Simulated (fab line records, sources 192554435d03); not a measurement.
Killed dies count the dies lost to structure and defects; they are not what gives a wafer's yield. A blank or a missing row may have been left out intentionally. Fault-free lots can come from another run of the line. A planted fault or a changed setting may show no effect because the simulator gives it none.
Matching of chambers    flow n5 finfet    rie diel-02 running N5_BEOL_M3_STRIP_36: 4 sister chambers
The step strips in N2/H2. 4 wafers are shown with their chamber, then 7 later ones without.

WAFERS WITH THEIR CHAMBER
wafer   chamber  showerhead plenum p Torr (Torr)
L080.5  0        2.52
L086.5  1        2.45
L091.1  3        2.62
L091.2  2        2.30

WAFERS WITHOUT THEIR CHAMBER
wafer   showerhead plenum p Torr (Torr)
L091.4  2.52
L094.2  2.51
L094.3  2.30
L094.4  2.62
L097.1  2.62
L097.2  2.30
L097.4  2.51

CHAMBER TAKEN BY EACH
wafer   from the rows above  in truth
L091.4  0                    0
L094.2  0                    0
L094.3  2                    2
L094.4  3                    3
L097.1  3                    3
L097.2  2                    2
L097.4  0                    0
7 of 7 placed correctly. From these rows, 0 cannot be placed. Placed wrongly: 0.
How it was worked out, from the rows above alone: a wafer's distance from a chamber is the root of the sum, over the readings, of the square of ((its reading less the chamber's mean) divided by the reading's scatter). The wafer belongs to the nearest chamber; if the next one is less than 2 further off, it can't be placed. Each chamber's mean is taken over the wafers shown for it. The scatter: with one shown wafer a chamber, the root of the mean of the squares of how far each hidden wafer lies from its nearest shown one.
